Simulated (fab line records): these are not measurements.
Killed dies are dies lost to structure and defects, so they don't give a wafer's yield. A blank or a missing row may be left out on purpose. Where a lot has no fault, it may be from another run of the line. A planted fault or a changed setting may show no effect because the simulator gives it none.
Chamber matching / flow n5 finfet / N5_BEOL_M0_SAQP_SPACER1_ETCHBACK_99 on rie diel-02: 4 sister chambers
The step etches SiO2 in CHF3/O2, target depth 15.4 nm, time 7.7 s. 22 wafers are shown with their chamber, then 11 later ones without.

WAFERS WITH THEIR CHAMBER
wafer=L074.1; chamber=2; showerhead plenum p Torr (Torr)=2.32; throttle valve pct (%)=18.96; rf vpp V (V)=517
wafer=L074.3; chamber=3; showerhead plenum p Torr (Torr)=2.49; throttle valve pct (%)=18.85; rf vpp V (V)=528
wafer=L074.4; chamber=1; showerhead plenum p Torr (Torr)=2.46; throttle valve pct (%)=18.50; rf vpp V (V)=533
wafer=L076.4; chamber=2; showerhead plenum p Torr (Torr)=2.32; throttle valve pct (%)=18.96; rf vpp V (V)=517
wafer=L076.5; chamber=0; showerhead plenum p Torr (Torr)=2.48; throttle valve pct (%)=18.90; rf vpp V (V)=530
wafer=L076.6; chamber=3; showerhead plenum p Torr (Torr)=2.48; throttle valve pct (%)=18.85; rf vpp V (V)=525
wafer=L078.1; chamber=2; showerhead plenum p Torr (Torr)=2.32; throttle valve pct (%)=18.95; rf vpp V (V)=516
wafer=L078.2; chamber=1; showerhead plenum p Torr (Torr)=2.45; throttle valve pct (%)=18.51; rf vpp V (V)=532
wafer=L078.3; chamber=3; showerhead plenum p Torr (Torr)=2.48; throttle valve pct (%)=18.85; rf vpp V (V)=528
wafer=L079.2; chamber=3; showerhead plenum p Torr (Torr)=2.48; throttle valve pct (%)=18.85; rf vpp V (V)=528
wafer=L079.4; chamber=2; showerhead plenum p Torr (Torr)=2.32; throttle valve pct (%)=18.98; rf vpp V (V)=516
wafer=L079.5; chamber=0; showerhead plenum p Torr (Torr)=2.48; throttle valve pct (%)=18.92; rf vpp V (V)=529
wafer=L080.1; chamber=0; showerhead plenum p Torr (Torr)=2.48; throttle valve pct (%)=18.91; rf vpp V (V)=529
wafer=L080.4; chamber=3; showerhead plenum p Torr (Torr)=2.48; throttle valve pct (%)=18.87; rf vpp V (V)=528
wafer=L080.5; chamber=2; showerhead plenum p Torr (Torr)=2.32; throttle valve pct (%)=18.95; rf vpp V (V)=515
wafer=L081.1; chamber=0; showerhead plenum p Torr (Torr)=2.48; throttle valve pct (%)=18.90; rf vpp V (V)=531
wafer=L081.2; chamber=1; showerhead plenum p Torr (Torr)=2.45; throttle valve pct (%)=18.53; rf vpp V (V)=532
wafer=L081.6; chamber=3; showerhead plenum p Torr (Torr)=2.48; throttle valve pct (%)=18.88; rf vpp V (V)=526
wafer=L087.2; chamber=1; showerhead plenum p Torr (Torr)=2.45; throttle valve pct (%)=18.56; rf vpp V (V)=531
wafer=L087.4; chamber=3; showerhead plenum p Torr (Torr)=2.48; throttle valve pct (%)=18.89; rf vpp V (V)=527
wafer=L087.6; chamber=1; showerhead plenum p Torr (Torr)=2.45; throttle valve pct (%)=18.54; rf vpp V (V)=531
wafer=L088.2; chamber=2; showerhead plenum p Torr (Torr)=2.31; throttle valve pct (%)=19.00; rf vpp V (V)=517

SIGNATURES (averages over the wafers above)
reading=showerhead plenum p Torr; chamber 0=2.4800; chamber 1=2.4520; chamber 2=2.3183; chamber 3=2.4814; scatter within a chamber=0.00372
reading=throttle valve pct; chamber 0=18.9075; chamber 1=18.5280; chamber 2=18.9667; chamber 3=18.8629; scatter within a chamber=0.0186
reading=rf vpp V; chamber 0=529.75; chamber 1=531.80; chamber 2=516.33; chamber 3=527.14; scatter within a chamber=0.993
Rule: distance of a wafer from a chamber = root of the sum over the readings of ((wafer's reading minus chamber's mean) / reading's scatter) squared. If the next closest chamber is less than 2 further off than the closest, the wafer can't be placed; otherwise it belongs to the closest. How the scatter is found: for the shown wafers, subtract from each reading the mean of its chamber, square and add these, divide the total by (wafers less chambers), then take the root.

WAFERS WITHOUT THEIR CHAMBER
wafer=L088.4; showerhead plenum p Torr (Torr)=2.45; throttle valve pct (%)=18.55; rf vpp V (V)=531
wafer=L088.6; showerhead plenum p Torr (Torr)=2.47; throttle valve pct (%)=18.92; rf vpp V (V)=529
wafer=L093.2; showerhead plenum p Torr (Torr)=2.44; throttle valve pct (%)=18.56; rf vpp V (V)=532
wafer=L093.5; showerhead plenum p Torr (Torr)=2.44; throttle valve pct (%)=18.56; rf vpp V (V)=531
wafer=L093.6; showerhead plenum p Torr (Torr)=2.47; throttle valve pct (%)=18.93; rf vpp V (V)=530
wafer=L095.1; showerhead plenum p Torr (Torr)=2.47; throttle valve pct (%)=18.94; rf vpp V (V)=529
wafer=L095.2; showerhead plenum p Torr (Torr)=2.47; throttle valve pct (%)=18.91; rf vpp V (V)=528
wafer=L095.3; showerhead plenum p Torr (Torr)=2.44; throttle valve pct (%)=18.58; rf vpp V (V)=531
wafer=L096.3; showerhead plenum p Torr (Torr)=2.47; throttle valve pct (%)=18.96; rf vpp V (V)=530
wafer=L096.5; showerhead plenum p Torr (Torr)=2.60; throttle valve pct (%)=18.66; rf vpp V (V)=526
wafer=L096.6; showerhead plenum p Torr (Torr)=2.44; throttle valve pct (%)=18.59; rf vpp V (V)=531

CHAMBER TAKEN BY EACH
wafer=L088.4; from the rows above=1; in truth=1
wafer=L088.6; from the rows above=can't be placed: 0 or 3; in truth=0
wafer=L093.2; from the rows above=1; in truth=1
wafer=L093.5; from the rows above=1; in truth=1
wafer=L093.6; from the rows above=0; in truth=0
wafer=L095.1; from the rows above=0; in truth=0
wafer=L095.2; from the rows above=can't be placed: 0 or 3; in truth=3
wafer=L095.3; from the rows above=1; in truth=1
wafer=L096.3; from the rows above=0; in truth=0
wafer=L096.5; from the rows above=can't be placed: 3 or 0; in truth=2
wafer=L096.6; from the rows above=1; in truth=1
Placed correctly: 8 of 11. These rows do not allow placing 3 (true chamber among the candidates in 2). 0 placed wrongly.
